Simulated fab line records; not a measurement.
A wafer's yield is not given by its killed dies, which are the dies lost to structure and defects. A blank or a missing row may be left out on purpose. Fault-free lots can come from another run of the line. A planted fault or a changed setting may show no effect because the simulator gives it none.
What tool caused it? | flow n5 finfet | 72 wafers from 24 lots sampled at 4 of the route's 1938 steps

WHAT EACH GAUGE READ, for each wafer
N5_BEOL_M0_SAQP_THK_MEAS_05.
lot  | measured     | on            | thk nm (nm)
L074 | day 5 16:37  | film metro-01 | 60.0 61.0 60.1
L075 | day 5 20:21  | film metro-01 | 59.9 60.1 60.9
L076 | day 6 06:47  | film metro-02 | 61.8 61.5 62.3
L077 | day 6 11:36  | film metro-01 | 60.3 59.9 60.7
L078 | day 6 19:35  | film metro-02 | 59.9 60.0 61.1
L079 | day 6 22:14  | film metro-01 | 60.0 60.3 60.5
L080 | day 7 10:45  | film metro-02 | 59.8 60.1 60.1
L081 | day 7 13:22  | film metro-01 | 60.0 60.5 60.6
L082 | day 7 17:25  | film metro-02 | 58.0 59.5 59.5
L084 | day 7 23:30  | film metro-01 | 58.5 59.6 59.3
L083 | day 8 02:38  | film metro-01 | 57.8 58.9 59.0
L085 | day 8 07:54  | film metro-01 | 58.7 58.6 60.3
L086 | day 8 15:12  | film metro-01 | 60.7 60.5 61.0
L087 | day 8 18:12  | film metro-01 | 59.8 60.4 61.1
L088 | day 9 02:13  | film metro-02 | 58.3 59.9 58.7
L089 | day 9 05:25  | film metro-02 | 59.4 59.4 60.4
L090 | day 9 10:24  | film metro-02 | 59.5 58.9 59.5
L091 | day 9 12:56  | film metro-02 | 58.8 59.9 60.3
L092 | day 9 22:59  | film metro-02 | 60.1 59.8 60.8
L093 | day 10 03:55 | film metro-02 | 59.1 60.4 60.6
L094 | day 10 16:01 | film metro-02 | 58.6 60.1 60.6
L095 | day 11 12:38 | film metro-01 | 57.6 60.0 59.7
L096 | day 11 17:34 | film metro-01 | 59.2 59.6 60.9
L097 | day 12 05:10 | film metro-02 | 60.1 61.5 61.4

N5_BEOL_M0_SAQP_CD_MEAS_14: the cd target is 42.5 nm.
lot  | measured     | on        | cd nm (nm)
L074 | day 5 17:05  | cd sem-03 | 43.0 42.6 42.6
L075 | day 5 20:43  | cd sem-01 | 42.2 42.0 42.2
L076 | day 6 07:09  | cd sem-01 | 42.4 41.9 42.0
L077 | day 6 11:58  | cd sem-03 | 42.0 42.5 42.5
L078 | day 6 20:04  | cd sem-01 | 42.9 42.1 42.1
L079 | day 6 22:36  | cd sem-01 | 41.8 42.0 42.0
L080 | day 7 11:14  | cd sem-03 | 42.0 41.7 41.9
L081 | day 7 13:51  | cd sem-01 | 41.8 42.3 42.4
L082 | day 7 17:55  | cd sem-02 | 42.3 41.9 42.3
L084 | day 7 23:59  | cd sem-03 | 42.2 41.8 43.0
L083 | day 8 03:09  | cd sem-01 | 41.6 42.2 42.0
L085 | day 8 08:23  | cd sem-02 | 42.6 42.0 42.8
L086 | day 8 15:41  | cd sem-02 | 41.6 42.4 42.1
L087 | day 8 18:42  | cd sem-02 | 42.5 42.3 42.1
L088 | day 9 02:35  | cd sem-03 | 42.8 43.4 42.5
L089 | day 9 05:53  | cd sem-01 | 42.2 42.5 41.5
L090 | day 9 10:46  | cd sem-01 | 42.6 42.6 42.0
L091 | day 9 13:25  | cd sem-02 | 42.1 42.4 42.4
L092 | day 9 23:30  | cd sem-02 | 42.6 42.6 42.1
L093 | day 10 04:25 | cd sem-03 | 41.9 42.9 42.4
L094 | day 10 16:24 | cd sem-01 | 41.8 42.4 42.1
L095 | day 11 13:07 | cd sem-01 | 42.1 42.5 42.5
L096 | day 11 18:02 | cd sem-02 | 43.1 42.9 43.4
L097 | day 12 05:38 | cd sem-01 | 42.7 43.2 42.2

WHAT TOOL EACH LOT RAN ON (gives the tool, then ch and the chambers of the sampled wafers, and finally the start)
lot  | N5_MOL_CONTACT_COAG_CVD_140   | N5_BEOL_M0_SAQP_PECVD_97
L074 | cvd w-01 ch 0,1, day 5 10:46  | pecvd-04 ch 1,2, day 5 16:25
L075 | cvd w-02 ch 0,1, day 5 14:55  | pecvd-04 ch 0,1,2, day 5 20:13
L076 | cvd w-02 ch 1, day 6 01:57    | pecvd-02 ch 0,1,2, day 6 06:40
L077 | cvd w-02 ch 0,1, day 6 06:34  | pecvd-04 ch 0,1, day 6 11:28
L078 | cvd w-02 ch 0,1, day 6 14:49  | pecvd-04 ch 1,2, day 6 19:27
L079 | cvd w-01 ch 0,1, day 6 14:54  | pecvd-02 ch 0,1,2, day 6 22:07
L080 | cvd w-01 ch 0,1, day 7 06:02  | pecvd-04 ch 0,1,2, day 7 10:38
L081 | cvd w-02 ch 1, day 7 06:19    | pecvd-02 ch 0,2, day 7 13:14
L082 | cvd w-01 ch 0, day 7 11:35    | pecvd-03 ch 2, day 7 17:14
L084 | cvd w-02 ch 0,1, day 7 18:10  | pecvd-03 ch 1,2, day 7 23:19
L083 | cvd w-01 ch 0,1, day 7 19:17  | pecvd-03 ch 1,2, day 8 02:27
L085 | cvd w-01 ch 0,1, day 8 02:41  | pecvd-04 ch 1,2, day 8 07:46
L086 | cvd w-02 ch 0, day 8 09:52    | pecvd-02 ch 0,2, day 8 15:04
L087 | cvd w-01 ch 1, day 8 10:59    | pecvd-03 ch 0,1,2, day 8 18:04
L088 | cvd w-01 ch 0,1, day 8 21:41  | pecvd-03 ch 0,1,2, day 9 02:05
L089 | cvd w-01 ch 0,1, day 9 01:00  | pecvd-04 ch 0,1,2, day 9 05:17
L090 | cvd w-01 ch 0,1, day 9 03:53  | pecvd-02 ch 0,1, day 9 10:16
L091 | cvd w-02 ch 0, day 9 08:30    | pecvd-04 ch 1,2, day 9 12:49
L092 | cvd w-02 ch 0,1, day 9 17:21  | pecvd-03 ch 0,2, day 9 22:52
L093 | cvd w-01 ch 0,1, day 9 22:47  | pecvd-02 ch 0,1, day 10 03:44
L094 | cvd w-01 ch 0, day 10 09:26   | pecvd-02 ch 0,1, day 10 15:53
L095 | cvd w-02 ch 0,1, day 11 07:06 | pecvd-03 ch 1,2, day 11 12:29
L096 | cvd w-01 ch 0,1, day 11 10:49 | pecvd-02 ch 1,2, day 11 17:25
L097 | cvd w-01 ch 0,1, day 12 00:23 | pecvd-02 ch 0,1, day 12 05:01
- N5_MOL_CONTACT_COAG_CVD_140: deposits W, target thk 66.5 nm, time 215 s.
- N5_BEOL_M0_SAQP_PECVD_97: deposits SiNx from SiH4/NH3/N2, target thk 23 nm, time 19.9 s.

WHAT THE TOOLS THEMSELVES READ (means of the sampled wafers that have a number; where no wafer has one, the mark that the record gives instead)
N5_MOL_CONTACT_COAG_CVD_140.
lot  | tool     | heater power w (W)
L074 | cvd w-01 | 452
L075 | cvd w-02 | 408
L076 | cvd w-02 | 402
L077 | cvd w-02 | 410
L078 | cvd w-02 | 408
L079 | cvd w-01 | 452
L080 | cvd w-01 | 452
L081 | cvd w-02 | 408
L082 | cvd w-01 | 473
L084 | cvd w-02 | 410
L083 | cvd w-01 | 453
L085 | cvd w-01 | 459
L086 | cvd w-02 | 407
L087 | cvd w-01 | 444
L088 | cvd w-01 | 464
L089 | cvd w-01 | 463
L090 | cvd w-01 | 459
L091 | cvd w-02 | 407
L092 | cvd w-02 | 406
L093 | cvd w-01 | 466
L094 | cvd w-01 | 471
L095 | cvd w-02 | 403
L096 | cvd w-01 | 451
L097 | cvd w-01 | 451

N5_BEOL_M0_SAQP_PECVD_97.
lot  | tool     | heater power w (W) | showerhead plenum p Torr (Torr) | throttle valve pct (%)
L074 | pecvd-04 | 543                | 5.17                            | 38.2
L075 | pecvd-04 | 525                | 5.12                            | 39.5
L076 | pecvd-02 | 537                | 5.15                            | 41.4
L077 | pecvd-04 | 443                | 5.07                            | 41.3
L078 | pecvd-04 | 588                | 5.17                            | 38.3
L079 | pecvd-02 | 607                | 5.14                            | 41.4
L080 | pecvd-04 | 498                | 5.13                            | 39.6
L081 | pecvd-02 | 603                | 5.21                            | 41.5
L082 | pecvd-03 | 617                | 5.09                            | 37.7
L084 | pecvd-03 | 558                | 5.13                            | 41.5
L083 | pecvd-03 | 539                | 5.13                            | 41.7
L085 | pecvd-04 | 610                | 5.18                            | 39.2
L086 | pecvd-02 | 611                | 5.22                            | 41.7
L087 | pecvd-03 | 534                | 5.10                            | 40.5
L088 | pecvd-03 | 537                | 5.10                            | 40.7
L089 | pecvd-04 | 555                | 5.12                            | 39.7
L090 | pecvd-02 | 580                | 5.08                            | 41.3
L091 | pecvd-04 | 570                | 5.18                            | 39.1
L092 | pecvd-03 | 562                | 5.08                            | 40.0
L093 | pecvd-02 | 570                | 5.08                            | 41.4
L094 | pecvd-02 | 589                | 5.08                            | 41.5
L095 | pecvd-03 | 607                | 5.11                            | 39.8
L096 | pecvd-02 | 594                | 5.19                            | 39.2
L097 | pecvd-02 | 578                | 5.09                            | 41.4

THE ANSWER, worked out from the rows above alone
Rule: what is usual is taken from the lots themselves. The widest of any qualifying gaps counts: lots, ordered by their means at a reading, are off when they make up no more than a third of the lots, leave a main group of 4 or more, and stand apart from it by 3 or more times the standard deviation of that group's means. A main group whose means are all the same, to the digits that the tables above print for the reading, isn't used. A lot without any number at a reading at which 4 lots or more have one is off too. Where the step has rows for the other lots, those lots are counted as sound. Order of review: gauges by route order, followed by the tools' own readings, for which a lot's mean as printed above is used. At the first step where some lot is off, the reading lying furthest off is the one used; lots without a number count as furthest.
None of the lots is off at any reading shown; this tells nothing.

WHAT WAS PUT IN BY THE SIMULATOR
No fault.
